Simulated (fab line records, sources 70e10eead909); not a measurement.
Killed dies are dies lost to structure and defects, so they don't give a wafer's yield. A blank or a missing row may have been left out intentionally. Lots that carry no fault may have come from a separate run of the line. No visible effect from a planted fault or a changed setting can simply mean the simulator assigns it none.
Which tool was responsible? | flow nandHarc | Sampling: 24 lots, 72 wafers, 5 of 1302 route steps

== WHAT THE GAUGES READ, wafer by wafer ==
NHARC_A_CONTACT_INSPECT_23.
lot  | measured     | on               | rawDefectCount
L074 | day 22 16:32 | defectInspect-01 | 673 626 483
L075 | day 23 04:12 | defectInspect-02 | 323 442 382
L077 | day 23 09:51 | defectInspect-02 | 531 681 771
L078 | day 23 15:26 | defectInspect-01 | 453 673 435
L076 | day 23 15:53 | defectInspect-02 | 543 330 383
L079 | day 25 08:24 | defectInspect-02 | 482 667 646
L080 | day 25 10:01 | defectInspect-01 | 467 622 429
L082 | day 25 17:42 | defectInspect-02 | 556 530 416
L081 | day 25 18:47 | defectInspect-01 | 411 773 591
L085 | day 27 05:45 | defectInspect-01 | 463 425 506
L083 | day 27 06:32 | defectInspect-02 | 378 335 420
L084 | day 27 09:01 | defectInspect-01 | 331 406 313
L086 | day 27 12:08 | defectInspect-02 | 563 526 500
L087 | day 28 06:22 | defectInspect-02 | 558 771 431
L091 | day 28 13:50 | defectInspect-01 | 492 678 663
L088 | day 28 16:55 | defectInspect-02 | 339 330 363
L090 | day 29 00:18 | defectInspect-01 | 562 526 693
L089 | day 29 09:22 | defectInspect-01 | 458 551 516
L092 | day 29 15:16 | defectInspect-01 | 440 514 430
L093 | day 30 21:33 | defectInspect-02 | 426 432 455
L094 | day 31 06:25 | defectInspect-02 | 412 606 409
L096 | day 31 11:26 | defectInspect-01 | 582 396 664
L095 | day 31 12:10 | defectInspect-01 | 372 520 286
L097 | day 31 16:12 | defectInspect-01 | 479 489 423

NHARC_A_BLC_INSPECT_28.
lot  | measured     | on               | rawDefectCount
L074 | day 22 20:02 | defectInspect-02 | 445 560 486
L075 | day 23 07:43 | defectInspect-01 | 566 529 473
L077 | day 23 13:23 | defectInspect-01 | 306 379 373
L078 | day 23 19:32 | defectInspect-02 | 597 673 574
L076 | day 23 19:57 | defectInspect-01 | 523 485 470
L079 | day 25 11:55 | defectInspect-01 | 414 515 678
L080 | day 25 13:43 | defectInspect-01 | 416 635 458
L082 | day 25 21:22 | defectInspect-01 | 420 572 443
L081 | day 25 22:35 | defectInspect-01 | 348 549 475
L085 | day 27 09:23 | defectInspect-01 | 544 772 775
L083 | day 27 10:43 | defectInspect-01 | 720 668 579
L084 | day 27 12:41 | defectInspect-02 | 415 383 389
L086 | day 27 15:40 | defectInspect-01 | 429 413 382
L087 | day 28 09:54 | defectInspect-02 | 624 483 467
L091 | day 28 17:56 | defectInspect-01 | 419 586 574
L088 | day 28 20:35 | defectInspect-02 | 359 336 443
L090 | day 29 03:49 | defectInspect-01 | 685 563 451
L089 | day 29 13:02 | defectInspect-01 | 621 617 522
L092 | day 29 19:24 | defectInspect-02 | 400 366 354
L093 | day 31 01:14 | defectInspect-01 | 440 463 366
L094 | day 31 10:04 | defectInspect-01 | 629 561 731
L096 | day 31 15:05 | defectInspect-02 | 656 351 562
L095 | day 31 16:35 | defectInspect-02 | 458 613 550
L097 | day 31 20:04 | defectInspect-02 | 683 603 595

== WHAT TOOL EACH LOT RAN ON (gives the tool, then ch and the chambers of the sampled wafers, and finally the start) ==
lot  | NHARC_A_BLC_DESCUM_15             | NHARC_A_BLC_ETCH_18                          | NHARC_A_BLC_STRIP_29
L074 | rieDiel-11 ch 0,2,3, day 22 17:07 | rieDiel-11 ch 0,3, day 22 18:10 or earlier   | rieDiel-01 ch 0,1,3, day 22 18:10
L075 | rieDiel-01 ch 0,2,3, day 23 04:46 | rieDiel-01 ch 1,2,3, day 23 05:49 or earlier | rieDiel-11 ch 0,2,3, day 23 05:49
L077 | rieDiel-01 ch 1,2,3, day 23 10:26 | rieDiel-01 ch 0,2,3, day 23 11:29 or earlier | rieDiel-01 ch 0,1,3, day 23 11:29
L078 | rieDiel-03 ch 2,3, day 23 16:00   | rieDiel-03 ch 0,1,2, day 23 17:37 or earlier | rieDiel-11 ch 0,2, day 23 17:37
L076 | rieDiel-01 ch 0,1, day 23 16:35   | rieDiel-01 ch 0,2,3, day 23 17:39 or earlier | rieDiel-03 ch 0,2,3, day 23 17:39
L079 | rieDiel-01 ch 1,2,3, day 25 08:59 | rieDiel-01 ch 0,2,3, day 25 10:02 or earlier | rieDiel-03 ch 0,1,2, day 25 10:02
L080 | rieDiel-11 ch 0,2, day 25 10:43   | rieDiel-11 ch 2,3, day 25 11:46 or earlier   | rieDiel-01 ch 0,1,3, day 25 11:46
L082 | rieDiel-01 ch 0,1,2, day 25 18:16 | rieDiel-01 ch 0,1,3, day 25 19:19 or earlier | rieDiel-01 ch 1,2,3, day 25 19:19
L081 | rieDiel-11 ch 0,2, day 25 19:20   | rieDiel-11 ch 1,2, day 25 20:42 or earlier   | rieDiel-01 ch 2,3, day 25 20:42
L085 | rieDiel-01 ch 0,1,2, day 27 06:28 | rieDiel-01 ch 1,2,3, day 27 07:30 or earlier | rieDiel-01 ch 0,2,3, day 27 07:30
L083 | rieDiel-11 ch 0,1,2, day 27 07:13 | rieDiel-11 ch 0,1,2, day 27 08:17 or earlier | rieDiel-11 ch 1,2, day 27 08:17
L084 | rieDiel-11 ch 0,1,2, day 27 09:43 | rieDiel-11 ch 1,2,3, day 27 10:46 or earlier | rieDiel-11 ch 0,2,3, day 27 10:46
L086 | rieDiel-11 ch 0,2, day 27 12:43   | rieDiel-11 ch 1,2, day 27 13:45 or earlier   | rieDiel-11 ch 0,3, day 27 13:45
L087 | rieDiel-01 ch 0,1,2, day 28 06:58 | rieDiel-01 ch 0,1,2, day 28 07:59 or earlier | rieDiel-01 ch 0,3, day 28 07:59
L091 | rieDiel-01 ch 0,2,3, day 28 14:32 | rieDiel-01 ch 0,2,3, day 28 15:35 or earlier | rieDiel-03 ch 0,1,3, day 28 15:35
L088 | rieDiel-11 ch 0,1,3, day 28 17:37 | rieDiel-11 ch 1,2, day 28 18:38 or earlier   | rieDiel-01 ch 2,3, day 28 18:38
L090 | rieDiel-11 ch 0,2,3, day 29 00:53 | rieDiel-11 ch 0,2, day 29 01:56 or earlier   | rieDiel-01 ch 0,1,2, day 29 01:56
L089 | rieDiel-11 ch 0,1, day 29 10:04   | rieDiel-11 ch 1,2,3, day 29 11:07 or earlier | rieDiel-03 ch 1,2,3, day 29 11:07
L092 | rieDiel-03 ch 0,1,2, day 29 15:59 | rieDiel-03 ch 0,2,3, day 29 17:01 or earlier | rieDiel-01 ch 0,1,3, day 29 17:01
L093 | rieDiel-11 ch 0,1,2, day 30 22:16 | rieDiel-11 ch 0,1,3, day 30 23:20 or earlier | rieDiel-01 ch 0,1,2, day 30 23:20
L094 | rieDiel-01 ch 1,2,3, day 31 07:08 | rieDiel-01 ch 0,1,2, day 31 08:10 or earlier | rieDiel-11 ch 0,1,3, day 31 08:10
L096 | rieDiel-01 ch 0,1, day 31 12:08   | rieDiel-01 ch 1,3, day 31 13:11 or earlier   | rieDiel-01 ch 1,2, day 31 13:11
L095 | rieDiel-11 ch 1,2, day 31 12:52   | rieDiel-11 ch 1,3, day 31 14:07 or earlier   | rieDiel-01 ch 0,1,3, day 31 14:07
L097 | rieDiel-11 ch 1,2, day 31 16:54   | rieDiel-11 ch 1,2, day 31 18:08 or earlier   | rieDiel-11 ch 2,3, day 31 18:08
- NHARC_A_BLC_DESCUM_15: chemistry O2, time 3 s.
- NHARC_A_BLC_ETCH_18: etches the open film in C4F8/O2/Ar, target depth 910 nm.
- NHARC_A_BLC_STRIP_29: strips in CF4.

== AS READ BY THE TOOLS THEMSELVES (means over the sampled wafers that have a number; for cases with no such wafer, the mark the record gives instead) ==
NHARC_A_BLC_DESCUM_15.
lot  | tool       | drypumpMotorCurrentA (A) | o2FlowSccm (sccm) | oesProductAu (a.u.) | rfVppV (V) | showerheadPlenumPTorr (Torr) | throttleValvePct (%)
L074 | rieDiel-11 | 5.9                      | 200.3             | 0.989               | 58.2       | 1.91                         | 11.307
L075 | rieDiel-01 | 5.6                      | 199.8             | 1.000               | 57.3       | 1.92                         | 11.310
L077 | rieDiel-01 | 5.9                      | 198.9             | 1.005               | 57.3       | 1.94                         | 11.322
L078 | rieDiel-03 | 5.4                      | 199.9             | 1.001               | 57.7       | 1.87                         | 11.309
L076 | rieDiel-01 | 6.2                      | 200.0             | 1.008               | 57.8       | 1.92                         | 11.319
L079 | rieDiel-01 | 5.9                      | 199.9             | 1.001               | 57.6       | 1.94                         | 11.311
L080 | rieDiel-11 | 6.1                      | 200.7             | 0.997               | 58.3       | 1.94                         | 11.305
L082 | rieDiel-01 | 6.0                      | 200.1             | 1.006               | 58.5       | 1.91                         | 11.307
L081 | rieDiel-11 | 6.1                      | 199.5             | 0.995               | 58.1       | 1.94                         | 11.306
L085 | rieDiel-01 | 6.0                      | 200.4             | 1.010               | 58.6       | 1.91                         | 11.312
L083 | rieDiel-11 | 5.9                      | 199.8             | 0.988               | 57.9       | 1.92                         | 11.316
L084 | rieDiel-11 | 5.9                      | 199.5             | 0.989               | 58.1       | 1.92                         | 11.310
L086 | rieDiel-11 | 6.1                      | 199.5             | 0.995               | 57.4       | 1.94                         | 11.315
L087 | rieDiel-01 | 6.0                      | 200.1             | 0.995               | 58.1       | 1.91                         | 11.312
L091 | rieDiel-01 | 5.6                      | 200.2             | 1.003               | 58.6       | 1.92                         | 11.311
L088 | rieDiel-11 | 5.7                      | 200.3             | 0.994               | 58.3       | 1.89                         | 11.306
L090 | rieDiel-11 | 5.9                      | 199.7             | 0.989               | 57.4       | 1.91                         | 11.310
L089 | rieDiel-11 | 5.8                      | 200.3             | 0.990               | 58.5       | 1.91                         | 11.310
L092 | rieDiel-03 | 5.4                      | 199.9             | 1.010               | 58.0       | 1.92                         | 11.312
L093 | rieDiel-11 | 5.9                      | 200.5             | 0.994               | 58.8       | 1.92                         | 11.305
L094 | rieDiel-01 | 5.9                      | 200.2             | 0.990               | 58.1       | 1.94                         | 11.315
L096 | rieDiel-01 | 5.8                      | 200.1             | 1.007               | 57.5       | 1.90                         | 11.313
L095 | rieDiel-11 | 5.8                      | 200.1             | 0.980               | 58.5       | 1.99                         | 11.302
L097 | rieDiel-11 | 5.9                      | 199.9             | 0.991               | 58.1       | 2.00                         | 11.322

NHARC_A_BLC_ETCH_18.
lot  | tool       | oesProductAu (a.u.) | rfVppV (V)
L074 | rieDiel-11 | 0.954               | 975
L075 | rieDiel-01 | 0.974               | 980
L077 | rieDiel-01 | 0.923               | 979
L078 | rieDiel-03 | 0.927               | 980
L076 | rieDiel-01 | 0.926               | 980
L079 | rieDiel-01 | 0.965               | 979
L080 | rieDiel-11 | 0.932               | 983
L082 | rieDiel-01 | 0.941               | 980
L081 | rieDiel-11 | 0.926               | 985
L085 | rieDiel-01 | 0.961               | 981
L083 | rieDiel-11 | 0.962               | 978
L084 | rieDiel-11 | 0.963               | 983
L086 | rieDiel-11 | 0.965               | 985
L087 | rieDiel-01 | 0.964               | 978
L091 | rieDiel-01 | 0.957               | 980
L088 | rieDiel-11 | 0.968               | 984
L090 | rieDiel-11 | 0.956               | 979
L089 | rieDiel-11 | 0.966               | 983
L092 | rieDiel-03 | 0.982               | 975
L093 | rieDiel-11 | 0.916               | 977
L094 | rieDiel-01 | 0.926               | 977
L096 | rieDiel-01 | 0.918               | 980
L095 | rieDiel-11 | 0.959               | 983
L097 | rieDiel-11 | 0.917               | 984

NHARC_A_BLC_STRIP_29.
lot  | tool       | drypumpMotorCurrentA (A) | oesProductAu (a.u.) | rfVppV (V) | showerheadPlenumPTorr (Torr) | throttleValvePct (%)
L074 | rieDiel-01 | 5.8                      | 1.018               | 59.3       | 1.79                         | 13.283
L075 | rieDiel-11 | 5.9                      | 1.000               | 59.2       | 1.77                         | 13.290
L077 | rieDiel-01 | 5.8                      | 1.000               | 59.2       | 1.79                         | 13.291
L078 | rieDiel-11 | 6.1                      | 0.993               | 59.3       | 1.71                         | 13.286
L076 | rieDiel-03 | 5.7                      | 0.995               | 59.5       | 1.74                         | 13.290
L079 | rieDiel-03 | 5.4                      | 1.003               | 59.9       | 1.79                         | 13.279
L080 | rieDiel-01 | 5.8                      | 1.003               | 59.1       | 1.79                         | 13.288
L082 | rieDiel-01 | 5.9                      | 1.003               | 60.1       | 1.79                         | 13.285
L081 | rieDiel-01 | 5.7                      | 1.003               | 60.1       | 1.78                         | 13.293
L085 | rieDiel-01 | 5.6                      | 0.993               | 58.8       | 1.78                         | 13.276
L083 | rieDiel-11 | 5.8                      | 0.990               | 59.5       | 1.83                         | 13.297
L084 | rieDiel-11 | 5.9                      | 0.990               | 59.3       | 1.77                         | 13.279
L086 | rieDiel-11 | 5.9                      | 0.984               | 58.5       | 1.69                         | 13.290
L087 | rieDiel-01 | 5.5                      | 1.004               | 59.3       | 1.78                         | 13.282
L091 | rieDiel-03 | 5.8                      | 1.008               | 59.1       | 1.78                         | 13.283
L088 | rieDiel-01 | 5.7                      | 0.992               | 59.4       | 1.78                         | 13.279
L090 | rieDiel-01 | 6.0                      | 1.000               | 58.9       | 1.76                         | 13.284
L089 | rieDiel-03 | 5.4                      | 1.013               | 59.5       | 1.77                         | 13.274
L092 | rieDiel-01 | 5.8                      | 1.002               | 59.6       | 1.79                         | 13.294
L093 | rieDiel-01 | 6.0                      | 1.004               | 59.2       | 1.76                         | 13.282
L094 | rieDiel-11 | 5.7                      | 0.991               | 58.9       | 1.75                         | 13.285
L096 | rieDiel-01 | 6.1                      | 1.002               | 60.0       | 1.77                         | 13.284
L095 | rieDiel-01 | 5.8                      | 1.000               | 59.8       | 1.78                         | 13.288
L097 | rieDiel-11 | 5.6                      | 0.992               | 59.9       | 1.81                         | 13.285

== THE ANSWER, worked out from the rows above alone ==
Rule: what is usual is taken from the lots themselves. The widest of any qualifying gaps counts: lots, ordered by their means at a reading, are off when they make up no more than a third of the lots, leave a main group of 4 or more, and stand apart from it by 3 or more times the standard deviation of that group's means. A main group is skipped when, at the precision printed for the reading in the tables above, its means are all equal. Also off: a lot with no number at a reading for which 4 or more lots have one. Any other lot the step has rows for is counted as sound. After the gauges, taken in route order, come the tools' own readings; for these a lot's mean is taken, as printed above. The first step at which some lot is off is used, and at that step the reading that is off furthest; a lot without a number counts as furthest.
None of the lots is off at any reading shown; this tells nothing.

== WHAT WAS PUT IN BY THE SIMULATOR ==
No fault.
